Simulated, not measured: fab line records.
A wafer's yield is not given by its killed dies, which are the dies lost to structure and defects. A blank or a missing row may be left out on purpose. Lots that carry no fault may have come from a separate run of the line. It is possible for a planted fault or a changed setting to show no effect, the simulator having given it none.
fab line records ; flow n5_finfet ; part 1 of 2: steps 1 to 4 of 6
record: lots: 24; wafers: 72; last_day: 18
route steps=1938 shown BEOL_M9@1416 BEOL_M10@1473
lots untouched by any fault: they come from a run of this same line in which no faults occurred
start_h: the number of hours between the record's first day and the start of the first shown wafer of the lot ; wait_h: how many hours have passed since the lot's step before this one ; " identical to the entry in the row above ; L1.1+2: several wafers, shown together as one row ; - no value, or no start was given ; * or withheld: withheld ; < > ~ a bound
route shown NAME@n: NAME is a module with steps in the file, n the number in the route of the first one ; usual: mean/standard deviation taken from wafers without a fault ; same: alike in all rows ; chamber/n: place in a boat ; sites: readings site by site ; _std_site: standard deviation of those values ; _edge_site: mean of outer sites minus mean of inner sites ; radius_mm: how far each site lies from the wafer's centre ; mask NAME#n: copy n ; behind: tool/chamber where the wafer was last shaped ; hold: reason for holding the lot/hours on hold/outcome of the hold ; device: the transistor (n, p or np) that didn't switch ; end of line: the same wafers' tests at the end of the route ; where a step has no rows: the recipe by itself ; killed: the dies lost at the first sort to structure and to defects; this is not the yield of the wafer ; map: dies across one wafer; x = killed, . = not, _ = none there
set.NAME: the setting the step ran with; set.NAME@STEP: the setting that earlier step ran with ; model.NAME: the simulator's own value behind a step, which no gauge read
one table for each step of the route and one row for each wafer, over a sample of lots
services: from which hour (start_h, from the record's first day; less than 0 if before it) a tool's chamber was out of use, for how many hours, and why
== steps ==
step: N5_BEOL_M9_INSPECT_13
recipe: mode: adi; inspect_instrument: brightfield
usual: raw_defect_count: 399/78
lot.wafer;tool;chamber;start_h;wait_h;raw_defect_count
L074.3;defect_inspect-02;-;198.13;0.0;308
L074.5;defect_inspect-02;-;198.13;0.0;447
L074.6;defect_inspect-02;-;198.13;0.0;363
L076.1;defect_inspect-02;-;207.53;0.0;297
L076.4;defect_inspect-02;-;207.53;0.0;290
L076.6;defect_inspect-02;-;207.53;0.0;278
L075.2;defect_inspect-01;-;212.20;0.0;325
L075.5;defect_inspect-01;-;212.20;0.0;454
L075.6;defect_inspect-01;-;212.20;0.0;358
L077.2;defect_inspect-02;-;219.25;0.0;428
L077.3;defect_inspect-02;-;219.25;0.0;505
L077.4;defect_inspect-02;-;219.25;0.0;334
L078.3;defect_inspect-01;-;228.43;0.0;468
L078.4;defect_inspect-01;-;228.43;0.0;583
L078.6;defect_inspect-01;-;228.43;0.0;327
L079.1;defect_inspect-01;-;236.45;0.0;411
L079.4;defect_inspect-01;-;236.45;0.0;429
L079.6;defect_inspect-01;-;236.45;0.0;389
L081.2;defect_inspect-02;-;238.66;0.0;285
L081.4;defect_inspect-02;-;238.66;0.0;381
L081.6;defect_inspect-02;-;238.66;0.0;354
L080.1;defect_inspect-01;-;246.50;0.0;408
L080.2;defect_inspect-01;-;246.50;0.0;679
L080.3;defect_inspect-01;-;246.50;0.0;418
L082.2;defect_inspect-02;-;256.60;0.0;291
L082.3;defect_inspect-02;-;256.60;0.0;478
L082.6;defect_inspect-02;-;256.60;0.0;388
L083.1;defect_inspect-02;-;262.83;0.0;421
L083.3;defect_inspect-02;-;262.83;0.0;372
L083.6;defect_inspect-02;-;262.83;0.0;294
L084.1;defect_inspect-01;-;266.98;0.0;363
L084.2;defect_inspect-01;-;266.98;0.0;312
L084.5;defect_inspect-01;-;266.98;0.0;452
L086.2;defect_inspect-01;-;276.17;0.0;402
L086.4;defect_inspect-01;-;276.17;0.0;375
L086.6;defect_inspect-01;-;276.17;0.0;342
L085.4;defect_inspect-01;-;282.71;0.0;337
L085.5;defect_inspect-01;-;282.71;0.0;469
L085.6;defect_inspect-01;-;282.71;0.0;434
L088.1;defect_inspect-02;-;282.74;0.0;488
L088.2;defect_inspect-02;-;282.74;0.0;396
L088.3;defect_inspect-02;-;282.74;0.0;486
L087.1;defect_inspect-02;-;286.22;0.0;415
L087.2;defect_inspect-02;-;286.22;0.0;367
L087.3;defect_inspect-02;-;286.22;0.0;441
L089.1;defect_inspect-02;-;293.03;0.0;235
L089.3;defect_inspect-02;-;293.03;0.0;354
L089.4;defect_inspect-02;-;293.03;0.0;305
L091.3;defect_inspect-01;-;309.18;0.0;408
L091.4;defect_inspect-01;-;309.18;0.0;395
L091.6;defect_inspect-01;-;309.18;0.0;344
L090.2;defect_inspect-01;-;323.41;0.0;551
L090.3;defect_inspect-01;-;323.41;0.0;439
L090.5;defect_inspect-01;-;323.41;0.0;454
L093.1;defect_inspect-01;-;323.57;0.0;498
L093.4;defect_inspect-01;-;323.57;0.0;386
L093.6;defect_inspect-01;-;323.57;0.0;370
L092.2;defect_inspect-01;-;330.58;0.0;261
L092.4;defect_inspect-01;-;330.58;0.0;321
L092.6;defect_inspect-01;-;330.58;0.0;369
L094.1;defect_inspect-02;-;339.94;0.0;295
L094.2;defect_inspect-02;-;339.94;0.0;350
L094.3;defect_inspect-02;-;339.94;0.0;307
L096.2;defect_inspect-01;-;342.74;0.0;470
L096.3;defect_inspect-01;-;342.74;0.0;488
L096.5;defect_inspect-01;-;342.74;0.0;370
L095.3;defect_inspect-01;-;343.34;0.0;457
L095.5;defect_inspect-01;-;343.34;0.0;353
L095.6;defect_inspect-01;-;343.34;0.0;434
L097.2;defect_inspect-01;-;354.20;0.0;375
L097.4;defect_inspect-01;-;354.20;0.0;330
L097.5;defect_inspect-01;-;354.20;0.0;410
step: N5_BEOL_M9_STRIP_19
recipe: chemistry: O2; power_w: 400; temp_c: 40; pressure_mtorr: 30; rf_frequency_hz: 6e+07; bias_power_w: 0; overash_fraction: 0.2; o2_flow_sccm: 225
usual: drypump_motor_current_A: 5.9/0.45; oes_product_au: 0.79/0.096; rf_vpp_V: 3.7/0.54; showerhead_plenum_p_Torr: 2.08/0.086; throttle_valve_pct: 16.71/0.28
same: bias_power_w: 0
lot.wafer;tool;chamber;start_h;wait_h;drypump_motor_current_A;oes_product_au;rf_hours_counter_h;rf_vpp_V;showerhead_plenum_p_Torr;throttle_valve_pct
L074.3;rie_diel-01;0;198.63;0.1;5.5;0.69;228;3.2;2.07;17.00
L074.5;rie_diel-01;0;198.63;0.1;5.5;0.69;-;3.0;2.07;16.99
L074.6;rie_diel-01;1;198.63;0.1;5.5;0.97;-;2.9;2.12;16.50
L076.1;rie_diel-01;2;207.95;0.1;5.4;0.72;194;4.0;2.20;16.97
L076.4;rie_diel-01;0;207.95;0.1;5.5;0.69;-;2.7;2.07;16.97
L076.6;rie_diel-01;2;207.95;0.1;5.4;0.71;-;3.2;2.20;16.97
L075.2;rie_diel-01;1;212.62;0.1;5.5;0.95;7;3.2;2.12;16.49
L075.5;rie_diel-01;2;212.62;0.1;5.4;0.73;-;3.2;2.20;16.96
L075.6;rie_diel-01;0;212.62;0.1;5.5;0.69;-;3.9;2.07;16.95
L077.2;rie_diel-03;0;219.67;0.1;5.7;0.75;169;3.5;2.18;17.05
L077.3;rie_diel-03;3;219.67;0.1;5.8;0.77;125;3.8;1.99;16.22
L077.4;rie_diel-03;2;219.67;0.1;6.2;0.69;215;3.7;2.13;16.73
L078.3;rie_diel-06;2;228.85;0.1;5.7;1.00;2;4.4;2.05;16.77
L078.4;rie_diel-06;3;228.85;0.1;5.9;0.77;141;3.4;1.92;16.33
L078.6;rie_diel-06;1;228.85;0.1;6.5;0.86;-;4.2;2.19;16.47
L079.1;rie_diel-03;3;236.87;0.1;5.8;0.77;130;2.7;1.99;16.24
L079.4;rie_diel-03;2;236.87;0.1;6.2;0.68;219;5.1;2.12;16.74
L079.6;rie_diel-03;1;236.87;0.1;6.8;0.68;-;3.8;2.00;17.08
L081.2;rie_diel-06;3;239.07;0.1;5.9;0.77;144;3.7;1.92;16.36
L081.4;rie_diel-06;2;239.07;0.1;5.6;0.98;4;3.4;2.05;16.77
L081.6;rie_diel-06;0;239.07;0.1;6.5;0.73;-;3.1;2.00;16.45
L080.1;rie_diel-06;2;247.06;0.1;5.6;0.97;6;4.3;2.05;16.78
L080.2;rie_diel-06;3;247.06;0.1;5.9;0.75;146;3.6;1.92;16.38
L080.3;rie_diel-06;0;247.06;0.1;6.5;0.73;204;5.4;1.99;16.46
L082.2;rie_diel-06;3;257.01;0.1;5.9;0.75;148;3.5;1.92;16.36
L082.3;rie_diel-06;1;257.01;0.1;6.5;0.86;56;3.0;2.19;16.47
L082.6;rie_diel-06;1;257.01;0.1;6.5;0.85;-;3.4;2.19;16.48
L083.1;rie_diel-06;3;263.53;0.1;5.9;0.76;150;4.4;1.92;16.37
L083.3;rie_diel-06;2;263.53;0.1;5.6;0.96;10;2.7;2.05;16.79
L083.6;rie_diel-06;3;263.53;0.1;5.9;0.76;-;3.3;1.92;16.38
L084.1;rie_diel-03;2;267.72;0.2;6.2;0.68;228;3.2;2.12;16.76
L084.2;rie_diel-03;3;267.72;0.2;5.8;0.76;139;3.8;1.99;16.25
L084.5;rie_diel-03;0;267.72;0.2;5.7;0.74;-;4.5;2.18;17.09
L086.2;rie_diel-06;2;276.97;0.1;5.6;0.95;14;4.0;2.05;16.79
L086.4;rie_diel-06;0;276.97;0.1;6.6;0.73;214;4.0;1.99;16.51
L086.6;rie_diel-06;0;276.97;0.1;6.5;0.74;-;3.2;1.99;16.47
L085.4;rie_diel-03;3;283.33;0.1;5.8;0.76;143;5.2;1.99;16.25
L085.5;rie_diel-03;3;283.33;0.1;5.8;0.76;-;4.3;1.99;16.25
L085.6;rie_diel-03;2;283.33;0.1;6.2;0.67;-;3.5;2.12;16.76
L088.1;rie_diel-01;3;283.51;0.1;5.4;0.75;168;3.7;2.09;17.00
L088.2;rie_diel-01;2;283.51;0.1;5.4;0.71;218;3.4;2.19;17.00
L088.3;rie_diel-01;1;283.51;0.1;5.5;0.90;30;2.7;2.11;16.53
L087.1;rie_diel-01;2;286.70;0.1;5.4;0.70;220;2.9;2.19;16.98
L087.2;rie_diel-01;1;286.70;0.1;5.5;0.89;31;4.4;2.11;16.55
L087.3;rie_diel-01;3;286.70;0.1;5.4;0.75;170;4.0;2.09;17.00
L089.1;rie_diel-03;3;293.45;0.1;5.8;0.76;146;2.7;1.99;16.27
L089.3;rie_diel-03;0;293.45;0.1;5.8;0.74;190;2.8;2.17;17.08
L089.4;rie_diel-03;1;293.45;0.1;6.8;0.66;231;3.3;1.99;17.14
L091.3;rie_diel-06;2;309.60;0.1;5.6;0.93;23;3.3;2.05;16.80
L091.4;rie_diel-06;1;309.60;0.1;6.5;0.82;71;4.1;2.19;16.53
L091.6;rie_diel-06;0;309.60;0.1;6.5;0.72;-;3.8;1.99;16.51
L090.2;rie_diel-01;1;323.82;0.1;5.5;0.87;41;3.0;2.11;16.56
L090.3;rie_diel-01;0;323.82;0.1;5.5;0.96;5;4.3;2.07;16.56
L090.5;rie_diel-01;2;323.82;0.1;5.4;0.69;-;3.5;2.18;17.03
L093.1;rie_diel-06;3;324.11;0.1;5.9;0.74;169;3.9;1.91;16.39
L093.4;rie_diel-06;1;324.11;0.1;6.5;0.83;76;3.2;2.18;16.51
L093.6;rie_diel-06;2;324.11;0.1;5.6;0.92;-;4.1;2.05;16.79
L092.2;rie_diel-03;2;331.03;0.1;6.2;0.67;245;2.9;2.12;16.78
L092.4;rie_diel-03;3;331.03;0.1;5.8;0.75;156;3.5;1.98;16.29
L092.6;rie_diel-03;3;331.03;0.1;5.8;0.74;-;4.3;1.98;16.29
L094.1;rie_diel-06;3;340.37;0.1;5.9;0.74;174;4.0;1.91;16.41
L094.2;rie_diel-06;2;340.37;0.1;5.7;0.90;32;3.9;2.04;16.82
L094.3;rie_diel-06;0;340.37;0.1;6.5;0.72;234;4.5;1.98;16.53
L096.2;rie_diel-01;2;343.25;0.1;5.4;0.69;237;3.8;2.18;17.03
L096.3;rie_diel-01;0;343.25;0.1;5.5;0.94;11;3.7;2.06;16.59
L096.5;rie_diel-01;3;343.25;0.1;5.4;0.72;-;4.0;2.08;17.06
L095.3;rie_diel-01;2;343.96;0.1;5.4;0.69;238;3.9;2.18;17.04
L095.5;rie_diel-01;3;343.96;0.1;5.4;0.72;-;3.4;2.08;17.05
L095.6;rie_diel-01;0;343.96;0.1;5.5;0.92;-;3.6;2.06;16.56
L097.2;rie_diel-01;1;354.62;0.1;5.5;0.87;51;3.3;2.10;16.58
L097.4;rie_diel-01;3;354.62;0.1;5.4;0.73;191;3.2;2.08;17.04
L097.5;rie_diel-01;1;354.62;0.1;5.5;0.86;-;3.8;2.10;16.58
step: N5_BEOL_M9_ETCH_76
recipe: chemistry: N2/H2; target: underlayer; target_depth_a: 65; mask_material: CAR-EUV; time_s: 5.2; ion_energy_ev: 200; pressure_mtorr: 30; source_w: 840; bias_w: 150; n2_flow_sccm: 200; h2_flow_sccm: 200; ends: cleared
usual: drypump_motor_current_A: 5.8/0.44; etch_rf_on_time_s: 5.19/0.17; oes_product_au: 0.66/0.075; rf_vpp_V: 524/3.1; showerhead_plenum_p_Torr: 2.53/0.1; throttle_valve_pct: 17.97/0.28
lot.wafer;tool;chamber;start_h;wait_h;drypump_motor_current_A;etch_rf_on_time_s;oes_product_au;rf_hours_counter_h;rf_vpp_V;showerhead_plenum_p_Torr;throttle_valve_pct
L074.3;rie_diel-01;2;199.50;0.0;5.4;5.37;0.62;190;529;2.64;18.05
L074.5;rie_diel-01;0;199.50;0.0;5.5;5.42;0.58;-;524;2.52;18.18
L074.6;rie_diel-01;1;199.50;0.0;5.5;5.17;0.83;-;525;2.58;17.67
L076.1;rie_diel-01;0;210.07;0.0;5.5;5.35;0.59;232;523;2.52;18.18
L076.4;rie_diel-01;0;210.07;0.0;5.5;5.36;0.58;-;524;2.52;18.18
L076.6;rie_diel-01;1;210.07;0.0;5.5;5.15;0.81;-;525;2.58;17.69
L075.2;rie_diel-01;1;214.41;0.0;5.5;5.17;0.80;7;526;2.58;17.69
L075.5;rie_diel-01;2;214.41;0.0;5.4;5.33;0.61;-;527;2.64;18.03
L075.6;rie_diel-01;0;214.41;0.0;5.5;5.34;0.58;-;525;2.52;18.15
L077.2;rie_diel-03;2;222.91;0.0;6.2;5.49;0.57;216;526;2.62;18.00
L077.3;rie_diel-03;1;222.91;0.0;6.8;5.15;0.59;212;519;2.41;18.11
L077.4;rie_diel-03;0;222.91;0.0;5.8;5.28;0.62;169;528;2.64;18.24
L078.3;rie_diel-03;1;230.66;0.0;6.8;5.20;0.60;214;520;2.40;18.11
L078.4;rie_diel-03;3;230.66;0.0;5.8;4.99;0.67;128;523;2.46;17.68
L078.6;rie_diel-03;0;230.66;0.0;5.7;5.26;0.63;-;527;2.64;18.24
L079.1;rie_diel-06;2;237.69;0.0;5.6;5.01;0.83;3;523;2.47;17.89
L079.4;rie_diel-06;0;237.69;0.0;6.5;5.12;0.63;201;521;2.43;17.62
L079.6;rie_diel-06;3;237.69;0.0;5.9;5.04;0.65;-;518;2.34;17.68
L081.2;rie_diel-01;2;239.60;0.0;5.4;5.34;0.59;204;526;2.63;18.05
L081.4;rie_diel-01;0;239.60;0.0;5.5;5.30;0.58;242;524;2.52;18.19
L081.6;rie_diel-01;2;239.60;0.0;5.4;5.32;0.60;-;525;2.63;18.07
L080.1;rie_diel-03;3;249.34;0.0;5.8;5.04;0.67;134;524;2.46;17.70
L080.2;rie_diel-03;1;249.34;0.0;6.9;5.26;0.58;219;521;2.40;18.14
L080.3;rie_diel-03;0;249.34;0.0;5.7;5.30;0.62;177;526;2.64;18.25
L082.2;rie_diel-03;0;257.82;0.0;5.8;5.31;0.61;180;526;2.64;18.25
L082.3;rie_diel-03;3;257.82;0.0;5.8;5.04;0.66;137;521;2.46;17.69
L082.6;rie_diel-03;1;257.82;0.0;6.8;5.21;0.59;-;519;2.40;18.11
L083.1;rie_diel-06;1;265.58;0.0;6.5;5.39;0.71;58;529;2.70;17.88
L083.3;rie_diel-06;2;265.58;0.0;5.6;4.95;0.82;10;522;2.47;17.87
L083.6;rie_diel-06;3;265.58;0.0;5.9;5.01;0.65;-;520;2.34;17.71
L084.1;rie_diel-03;2;268.94;0.0;6.2;5.50;0.55;229;525;2.61;17.99
L084.2;rie_diel-03;0;268.94;0.0;5.8;5.34;0.62;182;527;2.63;18.25
L084.5;rie_diel-03;2;268.94;0.0;6.2;5.50;0.56;-;527;2.61;18.00
L086.2;rie_diel-01;1;277.89;0.0;5.5;5.10;0.76;28;527;2.57;17.73
L086.4;rie_diel-01;3;277.89;0.0;5.4;5.25;0.63;-;523;2.57;18.55
L086.6;rie_diel-01;1;277.89;0.0;5.5;5.12;0.77;-;525;2.57;17.69
L088.1;rie_diel-01;2;284.87;0.0;5.4;5.32;0.59;219;527;2.63;18.07
L088.2;rie_diel-01;1;284.87;0.0;5.5;5.12;0.76;30;523;2.57;17.71
L088.3;rie_diel-01;3;284.87;0.0;5.4;5.29;0.62;169;523;2.57;18.55
L085.4;rie_diel-01;3;285.30;0.0;5.4;5.19;0.63;-;525;2.57;18.55
L085.5;rie_diel-01;1;285.30;0.0;5.5;5.06;0.77;-;525;2.57;17.73
L085.6;rie_diel-01;2;285.30;0.0;5.4;5.28;0.59;-;527;2.63;18.09
L087.1;rie_diel-03;1;287.74;0.0;6.8;5.23;0.58;229;522;2.40;18.15
L087.2;rie_diel-03;0;287.74;0.0;5.8;5.33;0.61;188;526;2.63;18.28
L087.3;rie_diel-03;2;287.74;0.0;6.3;5.47;0.56;234;527;2.61;18.04
L089.1;rie_diel-06;2;295.52;0.0;5.7;4.84;0.80;18;520;2.47;17.90
L089.3;rie_diel-06;0;295.52;0.0;6.5;4.92;0.63;218;521;2.42;17.65
L089.4;rie_diel-06;1;295.52;0.0;6.5;5.34;0.71;66;525;2.70;17.88
L091.3;rie_diel-03;2;312.62;0.0;6.2;5.55;0.55;240;525;2.61;18.03
L091.4;rie_diel-03;1;312.62;0.0;6.8;5.26;0.57;237;519;2.40;18.17
L091.6;rie_diel-03;3;312.62;0.0;5.8;5.06;0.64;-;519;2.46;17.73
L093.1;rie_diel-01;3;324.82;0.0;5.4;5.21;0.62;182;525;2.56;18.56
L093.4;rie_diel-01;1;324.82;0.0;5.5;5.03;0.76;42;527;2.56;17.77
L093.6;rie_diel-01;1;324.82;0.0;5.5;5.06;0.75;-;525;2.56;17.77
L090.2;rie_diel-06;1;325.17;0.0;6.5;5.27;0.69;76;529;2.69;17.90
L090.3;rie_diel-06;2;325.17;0.0;5.6;4.88;0.79;27;524;2.46;17.92
L090.5;rie_diel-06;0;325.17;0.0;6.5;4.91;0.63;-;519;2.42;17.68
L092.2;rie_diel-01;2;331.65;0.0;5.4;5.41;0.58;234;528;2.62;18.10
L092.4;rie_diel-01;0;331.65;0.0;5.5;5.24;0.81;8;521;2.51;17.77
L092.6;rie_diel-01;0;331.65;0.0;5.5;5.26;0.79;-;522;2.51;17.81
L094.1;rie_diel-01;2;341.64;0.0;5.4;5.35;0.58;237;527;2.62;18.11
L094.2;rie_diel-01;3;341.64;0.0;5.4;5.32;0.62;187;525;2.56;18.60
L094.3;rie_diel-01;0;341.64;0.0;5.5;5.18;0.80;11;523;2.51;17.79
L096.2;rie_diel-06;2;347.39;0.0;5.7;4.85;0.77;34;524;2.46;17.93
L096.3;rie_diel-06;3;347.39;0.0;5.9;4.99;0.64;176;517;2.33;17.72
L096.5;rie_diel-06;3;347.39;0.0;5.9;4.88;0.64;-;518;2.33;17.76
L095.3;rie_diel-06;0;347.85;0.0;6.6;4.96;0.63;236;521;2.41;17.69
L095.5;rie_diel-06;1;347.85;0.0;6.5;5.34;0.69;-;529;2.69;17.91
L095.6;rie_diel-06;2;347.85;0.0;5.6;4.91;0.78;-;520;2.46;17.90
L097.2;rie_diel-06;3;356.67;0.0;5.9;5.02;0.62;179;520;2.33;17.76
L097.4;rie_diel-06;0;356.67;0.0;6.5;4.98;0.62;239;518;2.41;17.68
L097.5;rie_diel-06;3;356.67;0.0;5.9;5.03;0.64;-;517;2.33;17.73
step: N5_BEOL_M10_PECVD_70
recipe: material: SiO2; target_thk_a: 200; temp_c: 400; precursor: TEOS/O2; pressure_torr: 5.5; rf_w: 450; teos_flow_sccm: 53.8; gas: O2; flow_sccm: 3000; time_s: 22.7
usual: heater_power_w: 755/110; showerhead_plenum_p_Torr: 8.81/0.049; throttle_valve_pct: 22.1/1.2
lot.wafer;tool;chamber;start_h;wait_h;heater_power_w;showerhead_plenum_p_Torr;throttle_valve_pct
L074.3;pecvd-03;1;203.07;0.1;696;8.75;21.7
L074.5;pecvd-03;0;203.07;0.1;647;8.89;22.5
L074.6;pecvd-03;1;203.07;0.1;675;8.74;21.9
L076.1;pecvd-01;0;213.85;0.0;970;8.79;21.6
L076.4;pecvd-01;1;213.85;0.0;823;8.83;23.4
L076.6;pecvd-01;0;213.85;0.0;965;8.76;21.7
L075.2;pecvd-04;1;217.91;0.0;883;8.75;23.5
L075.5;pecvd-04;1;217.91;0.0;898;8.75;23.5
L075.6;pecvd-04;2;217.91;0.0;718;8.84;22.4
L077.2;pecvd-04;1;226.42;0.0;847;8.75;23.7
L077.3;pecvd-04;2;226.42;0.0;774;8.81;22.6
L077.4;pecvd-04;1;226.42;0.0;857;8.75;23.6
L078.3;pecvd-03;0;234.43;0.0;768;8.87;22.7
L078.4;pecvd-03;2;234.43;0.0;836;8.85;20.3
L078.6;pecvd-03;1;234.43;0.0;702;8.74;21.7
L079.1;pecvd-01;0;241.11;0.0;992;8.75;21.6
L079.4;pecvd-01;0;241.11;0.0;960;8.76;21.5
L079.6;pecvd-01;1;241.11;0.0;802;8.84;23.2
L081.2;pecvd-03;1;244.15;0.0;719;8.75;21.9
L081.4;pecvd-03;1;244.15;0.0;709;8.74;22.0
L081.6;pecvd-03;2;244.15;0.0;722;8.84;20.3
L080.1;pecvd-01;0;253.79;0.0;974;8.77;21.4
L080.2;pecvd-01;1;253.79;0.0;779;8.83;23.1
L080.3;pecvd-01;2;253.79;0.0;620;8.81;21.0
L082.2;pecvd-03;0;262.59;0.0;740;8.89;22.8
L082.3;pecvd-03;2;262.59;0.0;828;8.83;20.5
L082.6;pecvd-03;1;262.59;0.0;618;8.75;22.1
L083.1;pecvd-03;2;269.38;0.0;789;8.83;20.1
L083.3;pecvd-03;0;269.38;0.0;661;8.88;22.8
L083.6;pecvd-03;1;269.38;0.0;724;8.76;21.7
L084.1;pecvd-03;2;272.89;0.0;694;8.84;20.2
L084.2;pecvd-03;0;272.89;0.0;655;8.87;22.9
L084.5;pecvd-03;0;272.89;0.0;650;8.86;22.9
L086.2;pecvd-01;1;282.98;0.0;722;8.81;23.2
L086.4;pecvd-01;2;282.98;0.0;665;8.83;21.2
L086.6;pecvd-01;1;282.98;0.0;747;8.83;23.0
L088.1;pecvd-03;1;289.24;0.0;699;8.73;22.0
L088.2;pecvd-03;2;289.24;0.0;688;8.84;20.6
L088.3;pecvd-03;2;289.24;0.0;718;8.83;20.2
L085.4;pecvd-01;0;289.80;0.1;1013;8.75;21.8
L085.5;pecvd-01;2;289.80;0.1;693;8.83;21.2
L085.6;pecvd-01;1;289.80;0.1;857;8.83;23.2
L087.1;pecvd-04;2;291.78;0.0;681;8.83;21.5
L087.2;pecvd-04;1;291.78;0.0;939;8.74;23.2
L087.3;pecvd-04;0;291.78;0.0;760;8.85;24.4
L089.1;pecvd-03;1;298.90;0.0;689;8.71;22.3
L089.3;pecvd-03;1;298.90;0.0;678;8.72;21.8
L089.4;pecvd-03;2;298.90;0.0;837;8.84;20.5
L091.3;pecvd-03;2;316.30;0.1;817;8.84;20.4
L091.4;pecvd-03;1;316.30;0.1;605;8.75;22.1
L091.6;pecvd-03;1;316.30;0.1;619;8.74;21.9
L093.1;pecvd-04;0;328.91;0.0;743;8.85;24.3
L093.4;pecvd-04;1;328.91;0.0;867;8.72;23.1
L093.6;pecvd-04;2;328.91;0.0;775;8.81;21.6
L090.2;pecvd-03;1;329.32;0.0;701;8.75;22.0
L090.3;pecvd-03;0;329.32;0.0;644;8.90;23.1
L090.5;pecvd-03;1;329.32;0.0;730;8.73;22.0
L092.2;pecvd-03;0;335.82;0.0;694;8.88;23.0
L092.4;pecvd-03;0;335.82;0.0;680;8.88;22.8
L092.6;pecvd-03;1;335.82;0.0;726;8.76;22.0
L094.1;pecvd-03;2;349.91;0.0;709;8.81;20.4
L094.2;pecvd-03;1;349.91;0.0;648;8.75;21.9
L094.3;pecvd-03;0;349.91;0.0;731;8.87;23.2
L096.2;pecvd-03;2;351.20;0.0;834;8.82;20.4
L096.3;pecvd-03;0;351.20;0.0;666;8.87;23.1
L096.5;pecvd-03;1;351.20;0.0;685;8.74;21.9
L095.3;pecvd-01;0;352.46;0.0;1044;8.79;21.3
L095.5;pecvd-01;1;352.46;0.0;812;8.84;23.3
L095.6;pecvd-01;0;352.46;0.0;1032;8.75;21.6
L097.2;pecvd-04;1;360.27;0.0;770;8.74;23.6
L097.4;pecvd-04;1;360.27;0.0;785;8.74;23.6
L097.5;pecvd-04;2;360.27;0.0;772;8.83;21.4
